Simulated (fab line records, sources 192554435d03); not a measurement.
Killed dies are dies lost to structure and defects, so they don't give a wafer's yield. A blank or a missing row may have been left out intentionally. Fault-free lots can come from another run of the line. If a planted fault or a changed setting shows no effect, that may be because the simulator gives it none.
What tool caused it? -- flow n5_finfet -- 11 lots, 33 wafers sampled, at 5 steps of a route of 1938

== WHAT THE GAUGES SHOWED, per wafer ==
N5_MOL_CONTACT_COAG_THK_MEAS_53.
lot,measured,on,VIA_MOL_THK (nm)
L938,day 5 07:36,film_metro-02,43.2 43.8 44.1
L939,day 5 16:53,film_metro-02,44.1 43.2 45.1
L940,day 5 18:49,film_metro-02,43.6 43.8 45.1
L941,day 5 23:23,film_metro-02,43.4 43.4 44.0
L942,day 6 02:52,film_metro-02,42.9 43.9 43.8
L944,day 6 19:42,film_metro-02,43.4 44.4 44.3
L947,day 7 12:39,film_metro-01,43.8 43.9 44.0
L950,day 8 09:38,film_metro-02,43.5 44.5 43.7
L951,day 8 13:39,film_metro-01,43.1 44.2 43.8
L954,day 9 06:20,film_metro-01,39.5 39.2 40.1
L956,day 9 18:40,film_metro-01,39.2 40.1 40.7

== TOOL THAT RAN EACH LOT (tool first, then ch and the chambers of the sampled wafers, then the start) ==
lot,N5_MOL_CONTACT_COAG_PRE_CLEAN_141,N5_MOL_CONTACT_COAG_SPUTTER_143,N5_MOL_CONTACT_COAG_PECVD_31,N5_MOL_CONTACT_COAG_ETCH_89
L938,"pvd_sputter-01, day 4 22:00","pvd_sputter-01, day 4 22:04","pecvd-02 ch 0,2, day 5 03:55","rie_diel-01 ch 0,1,3, day 5 04:39"
L939,"pvd_sputter-03, day 5 04:47","pvd_sputter-03, day 5 04:50","pecvd-04 ch 0,1, day 5 13:02","rie_diel-05 ch 0,1, day 5 13:49"
L940,"pvd_sputter-01, day 5 08:33","pvd_sputter-01, day 5 08:37","pecvd-02 ch 0,1, day 5 15:25","rie_diel-06 ch 0,1,2, day 5 15:54"
L941,"pvd_sputter-02, day 5 13:02","pvd_sputter-02, day 5 13:05","pecvd-03 ch 1,2, day 5 19:52","rie_diel-06 ch 0,1, day 5 20:29"
L942,"pvd_sputter-03, day 5 17:07","pvd_sputter-03, day 5 17:11","pecvd-02 ch 0,2, day 5 23:16","rie_diel-01 ch 2,3, day 5 23:46"
L944,"pvd_sputter-01, day 6 09:22","pvd_sputter-01, day 6 09:25","pecvd-02 ch 0,2, day 6 15:35","rie_diel-05 ch 0,2, day 6 16:04"
L947,"pvd_sputter-02, day 7 03:00","pvd_sputter-02, day 7 03:04","pecvd-03 ch 0,1, day 7 09:10","rie_diel-06 ch 1,3, day 7 09:51"
L950,"pvd_sputter-02, day 7 22:44","pvd_sputter-02, day 7 22:48","pecvd-02 ch 0,1, day 8 06:06","rie_diel-01 ch 0,3, day 8 06:36"
L951,"pvd_sputter-02, day 8 03:25","pvd_sputter-02, day 8 03:29","pecvd-02 ch 0,2, day 8 09:09","rie_diel-06 ch 2, day 8 09:47"
L954,"pvd_sputter-01, day 8 17:37","pvd_sputter-01, day 8 17:40","pecvd-02 ch 0,1,2, day 9 02:16","rie_diel-06 ch 1,2,3, day 9 02:47"
L956,"pvd_sputter-03, day 9 05:32","pvd_sputter-03, day 9 05:35","pecvd-02 ch 0,1, day 9 14:34","rie_diel-05 ch 0,2, day 9 15:11"
- N5_MOL_CONTACT_COAG_PRE_CLEAN_141: time 60 s.
- N5_MOL_CONTACT_COAG_SPUTTER_143: material Co, target thk 2.5 nm.
- N5_MOL_CONTACT_COAG_PECVD_31: deposits SiO2 from TEOS/O2, target thk 46 nm, time 8.9 s.
- N5_MOL_CONTACT_COAG_ETCH_89: etches underlayer in N2/H2, target depth 13 nm, time 10.4 s.

== THE ANSWER, worked out from the rows above alone ==
Rule: the usual values come from the lots themselves. Put in order of their means at a reading, lots are off if they are a third of the lots or fewer, leave a main group of 4 or more, and stand apart from it by a gap of 3 or more times the standard deviation of the main group's means; of several such gaps the widest counts. The tables above print the reading to a certain number of digits; a main group whose means all agree to those digits is not used. A lot without any number at a reading at which 4 lots or more have one is off too. Any other lot the step has rows for is counted as sound.
Off: at N5_MOL_CONTACT_COAG_THK_MEAS_53 (VIA_MOL_THK), L954, L956. The main group: mean 43.9 nm, standard deviation 0.22.
A tool fits if, at a process step before that reading, it ran every lot that is off, and no sound lot after the first of them. Gauges at N5_MOL_CONTACT_COAG_THK_MEAS_53: tried the same way as those tools. 2 tools fit, pecvd-02 at N5_MOL_CONTACT_COAG_PECVD_31 and film_metro-01 at N5_MOL_CONTACT_COAG_THK_MEAS_53, so this cannot tell which one it is.

== WHAT WAS PUT IN BY THE SIMULATOR ==
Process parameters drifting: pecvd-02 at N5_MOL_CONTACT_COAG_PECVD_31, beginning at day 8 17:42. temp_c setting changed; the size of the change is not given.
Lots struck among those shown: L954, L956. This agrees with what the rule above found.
